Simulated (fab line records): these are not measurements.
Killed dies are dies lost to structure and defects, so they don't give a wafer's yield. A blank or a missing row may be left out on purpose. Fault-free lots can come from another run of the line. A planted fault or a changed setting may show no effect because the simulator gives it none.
A lot that was struck, set against a sound lot || flow nand_harc || 15 out of 1302 route steps
Sound: these wafers, L953.1, L953.2, L953.6. Struck: wafer L965.1 (L965.3, L965.6, from the same lot, were not struck and are left out); the cause is given at the end.
For every step that has rows: the tool of each side, followed by ch and its chambers, followed by its first start. Under that, the readings that differ: sound wafers || struck wafers || difference of the means || sigmas: that difference in standard deviations of wafers without a fault.
alike: readings with means less than 2 such deviations apart, plus words and numbers identical on both sides. not compared: withheld readings, readings lacking a value on some wafer, bounds such as >300 that could conceal the same value, and numbers that have no deviation in the record and whose values overlap.
The two part at a step that has a row with sigmas, a row that says differs or no value, or rows on one side only. When numbers do not overlap yet have no deviation, they are printed without sigmas and do not part them. A reading missing from all wafers of one side parts the sides only when that side holds two or more wafers.

NHARC_A_DECK1_JOINT_ETCHBACK_07: etches the open film in HBr, target depth 105 nm, time 26.9 s.
  sound on rie_si-05 ch 0,3, day 12 02:00; struck on rie_si-03 ch 3, day 16 22:47
{"reading": "run_length_s (s)", "sound": "48.1 48.2 47.5", "struck": 49.5, "difference": "+1.6", "sigmas": "+4"}
  alike: drypump_motor_current_A, he_backside_leak_sccm, oes_product_au, throttle_valve_pct
  not compared: rf_hours_counter_h
then, 8 steps without rows for these wafers: NHARC_A_DECK1_JOINT_ETCH_25 (etches SiO2 in dHF, target depth 0.5 nm); NHARC_A_DECK1_JOINT_ETCH_19 (etches poly-Si in TMAH, target depth 3 nm); NHARC_A_DECK1_JOINT_ETCH_18 (etches SiO2 in dHF, target depth 3 nm); NHARC_A_DECK1_JOINT_WET_08 (chemistry H3PO4, time 86 s); NHARC_A_DECK1_JOINT_ETCH_09 (etches SiO2 in dHF, target depth 5 nm); NHARC_A_DECK1_JOINT_WET_10 (chemistry H3PO4, time 86 s); NHARC_A_DECK1_JOINT_ETCH_11 (etches SiO2 in dHF, target depth 35 nm); NHARC_A_DECK1_JOINT_CVD_12 (deposits poly-Si, target thk 90 nm, time 1800 s).
NHARC_A_DECK1_JOINT_CMP_13: polishes, target thk 51.023 nm.
  sound on cmp-02 ch 0,2,3, day 12 12:09; struck on cmp-04 ch 3, day 17 11:17
  alike: edge_zone_pressure_frac, motor_current_A, time_to_endpoint_s
NHARC_A_DECK1_JOINT_THK_MEAS_14: measures by ellipsometry.
  sound on film_metro-01 at day 12 12:21; struck on film_metro-02 at day 17 11:31
  alike: thk_nm
after that, 1 step had no rows for these wafers: NHARC_A_DECK1_JOINT_SRD_04.
NHARC_A_DECK1_JOINT_ETCHBACK_00: etches the open film in HBr, target depth 30 nm, time 17.4 s.
  sound on rie_si-05 ch 0,1,3, day 12 12:29; struck on rie_si-01 ch 0, day 17 11:41
{"reading": "run_length_s (s)", "sound": "38.0 38.6 39.2", "struck": 28.4, "difference": -10.2, "sigmas": -24}
  alike: drypump_motor_current_A, he_backside_leak_sccm, oes_product_au, throttle_valve_pct
  not compared: rf_hours_counter_h
then, 2 steps without rows for these wafers: NHARC_A_DECK1_JOINT_PRECLEAN_30 (cleans in SC1); NHARC_END_SORT_01.

## WHERE THEY PART
At NHARC_A_DECK1_JOINT_ETCHBACK_07 first; at NHARC_A_DECK1_JOINT_ETCHBACK_00 last (within this record only).

WHY: the cause the simulator had injected
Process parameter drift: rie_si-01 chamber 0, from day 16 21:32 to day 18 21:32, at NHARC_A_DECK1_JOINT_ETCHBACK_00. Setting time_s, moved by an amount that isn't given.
